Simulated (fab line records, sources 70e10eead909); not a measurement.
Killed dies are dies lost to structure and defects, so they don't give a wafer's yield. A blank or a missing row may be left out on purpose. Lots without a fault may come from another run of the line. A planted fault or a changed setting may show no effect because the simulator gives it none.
A struck lot beside a sound one | flow nand_harc | 13 steps out of a route of 1302
Sound: wafers L914.1, L914.3, L914.5. Struck: wafers L905.4, L905.5. (L905.1 of the same lot was not struck and is left out.) The cause comes at the end.
At each step with rows: each side's tool, then ch and its chambers, then its first start. Under that, the readings that differ: sound wafers | struck wafers | difference of the means | sigmas: that difference in standard deviations of wafers without a fault.
alike: readings whose means differ by less than 2 such deviations, and words and numbers that are the same on both sides. not compared: withheld readings, readings that some wafer has no value for, bounds like >300 that may hide the same value, and numbers for which the record gives no deviation and whose values overlap.
The two part at a step that has a row with sigmas, a row that says differs or no value, or rows on one side only. Numbers that don't overlap but have no deviation are shown without sigmas and don't part them. A reading that every wafer of one side lacks parts them only if that side has two wafers or more.

NHARC_A_BONDPAD_THK_MEAS_20: measures by xrf.
  sound on film_metro-01, day 31 02:43; struck on film_metro-01, day 27 06:14
  alike: thk_nm
then, 1 step without rows for these wafers: NHARC_A_BONDPAD_SRD_21 (time 30 s, dry time 20 s).
NHARC_A_BONDPAD_INSPECT_23:
  sound on defect_inspect-02, day 31 02:55; struck on defect_inspect-02, day 27 06:26
  alike: raw_defect_count
NHARC_HYBRID_BOND_ACTIVATE_00: chemistry N2, time 60 s.
  sound on rie_diel-06 ch 1,3, day 31 02:59; struck on rie_diel-06 ch 2, day 27 06:29
  alike: drypump_motor_current_A, oes_product_au, rf_vpp_V, showerhead_plenum_p_Torr
  not compared: rf_hours_counter_h
then, 4 steps without rows for these wafers: NHARC_HYBRID_BOND_PRECLEAN_01 (cleans in DIW, time 300 s); NHARC_HYBRID_BOND_SRD_02 (time 30 s, dry time 20 s); NHARC_HYBRID_BOND_BOND_03; NHARC_HYBRID_BOND_ANNEAL_04 (time 7200 s).
NHARC_HYBRID_BOND_OVL_MEAS_05:
  sound on overlay-01, day 31 14:17; struck on overlay-02, day 27 15:54
  reading           | sound   | struck  | difference | sigmas
  overlay_x_nm (nm) | 37 9 -5 | -37 -95 | -80        | -2
  alike: overlay_y_nm
NHARC_HYBRID_BOND_INSPECT_06: inspects for defects (ir void).
  sound on defect_inspect-02, day 31 14:20; struck on defect_inspect-02, day 27 15:57
  reading          | sound      | struck | difference | sigmas
  raw_defect_count | 108 85 117 | 39 23  | -72        | -2
NHARC_THIN_TSV_GRIND_00:
  sound on grinder-01 ch 0, day 31 14:29; struck on grinder-01 ch 0, day 27 16:06
  alike: motor_current_A
NHARC_THIN_TSV_CMP_01: polishes.
  sound on cmp-04 ch 1,3, day 31 15:42; struck on cmp-02 ch 3, day 27 17:21
  alike: motor_current_A
NHARC_END_SORT_01:
  sound on prober-02 ch 0, day 32 07:58; struck on prober-01 ch 0, day 29 00:04
  reading                  | sound          | struck                                            | difference                   | sigmas
  hold                     | - - -          | await_dispo/3.2h/release await_dispo/3.2h/release | no value on the sound wafers |
  defect_limited_yield (%) | 88.3 91.4 89.1 | 0 0                                               | -90                          | -37
  killed_at_array          | 67 55 62       | 28 23                                             | -36                          | -2
  killed_at_other          | 1 0 0          | 644 650                                           | +647                         | +99 or more
  killed_dies              | 79 58 74       | 677 677                                           | +607                         | +38
  sort_bin_2_pct (%)       | 3.8 2.5 3.0    | 97.2 97.8                                         | +94.4                        | +86
  sort_bin_4_pct (%)       | 6.9 5.2 7.8    | 2.5 1.9                                           | -4.4                         | -3
  sort_n_pass              | 598 619 603    | 0 0                                               | -607                         | -38
  sort_rim_yield_pct (%)   | 80 87 88       | 0 0                                               | -85                          | -18
  sort_yield_pct (%)       | 88.3 91.4 89.1 | 0 0                                               | -90                          | -37
  alike: killed_at_periphery, killed_open, killed_short, sort_bin_3_pct

WHERE THEY PART
First at NHARC_HYBRID_BOND_OVL_MEAS_05; last, within this record, at NHARC_END_SORT_01.

WHY: what the simulator had put in
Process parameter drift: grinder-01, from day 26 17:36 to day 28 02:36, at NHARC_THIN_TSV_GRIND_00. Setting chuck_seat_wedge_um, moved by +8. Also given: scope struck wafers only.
